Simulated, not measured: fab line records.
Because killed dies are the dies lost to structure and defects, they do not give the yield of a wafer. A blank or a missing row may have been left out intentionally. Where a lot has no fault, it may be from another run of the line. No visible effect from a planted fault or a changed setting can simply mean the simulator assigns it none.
Chamber matching + flow n5_finfet + 3 sister chambers for N5_BEOL_M5_DEP_56 on pecvd-04
The step deposits SiCN from 3MS/NH3, target thk 8 nm, time 14 s. 16 wafers are shown with their chamber, then 8 later ones without.

EACH WAFER AND ITS CHAMBER
| wafer  | chamber | showerhead_plenum_p_Torr (Torr) | throttle_valve_pct (%) |
|--------|---------|---------------------------------|------------------------|
| L080.1 | 0       | 3.681                           | 8.7                    |
| L080.2 | 1       | 3.644                           | 8.8                    |
| L080.5 | 2       | 3.648                           | 8.2                    |
| L079.1 | 2       | 3.646                           | 8.1                    |
| L079.3 | 1       | 3.653                           | 8.7                    |
| L079.4 | 1       | 3.652                           | 8.8                    |
| L082.1 | 0       | 3.665                           | 8.9                    |
| L082.4 | 0       | 3.662                           | 8.7                    |
| L082.5 | 1       | 3.652                           | 9.0                    |
| L086.1 | 2       | 3.647                           | 8.4                    |
| L086.2 | 1       | 3.657                           | 8.8                    |
| L086.6 | 2       | 3.647                           | 8.2                    |
| L090.1 | 0       | 3.669                           | 8.4                    |
| L090.2 | 2       | 3.641                           | 8.5                    |
| L090.3 | 1       | 3.649                           | 8.8                    |
| L090.4 | 2       | 3.645                           | 8.2                    |

SIGNATURES (averages over the wafers above)
| reading                  | chamber 0 | chamber 1 | chamber 2 | scatter within a chamber |
|--------------------------|-----------|-----------|-----------|--------------------------|
| showerhead_plenum_p_Torr | 3.66925   | 3.65117   | 3.64567   | 0.00508                  |
| throttle_valve_pct       | 8.675     | 8.817     | 8.267     | 0.149                    |
Rule: for each reading, subtract the chamber's mean from the wafer's reading, divide by that reading's scatter and square the result; add these up over the readings and take the root, which gives the wafer's distance from the chamber. The wafer belongs to the nearest chamber; if the next one is less than 2 further off, it can't be placed. The scatter is the square root of a quotient: the sum, over the shown wafers, of each reading's squared deviation from its chamber's mean, divided by wafers minus chambers.

WAFERS WHOSE CHAMBER IS MISSING
| wafer  | showerhead_plenum_p_Torr (Torr) | throttle_valve_pct (%) |
|--------|---------------------------------|------------------------|
| L090.5 | 3.651                           | 8.6                    |
| L090.6 | 3.665                           | 8.8                    |
| L091.2 | 3.651                           | 8.5                    |
| L091.3 | 3.668                           | 8.5                    |
| L091.5 | 3.668                           | 8.6                    |
| L094.3 | 3.664                           | 8.6                    |
| L094.4 | 3.645                           | 8.3                    |
| L094.6 | 3.669                           | 8.8                    |

EACH ONE'S CHAMBER
| wafer  | from the rows above          | in truth |
|--------|------------------------------|----------|
| L090.5 | can't be placed: 1 or 2      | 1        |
| L090.6 | can't be placed: 0 or 1      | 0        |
| L091.2 | can't be placed: 2 or 1 or 0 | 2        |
| L091.3 | 0                            | 0        |
| L091.5 | 0                            | 0        |
| L094.3 | can't be placed: 0 or 1      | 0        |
| L094.4 | 2                            | 2        |
| L094.6 | 0                            | 0        |
4 of 8 placed correctly. Can't be placed from these rows: 4 (the true chamber is among the candidates in 4). 0 placed wrongly.
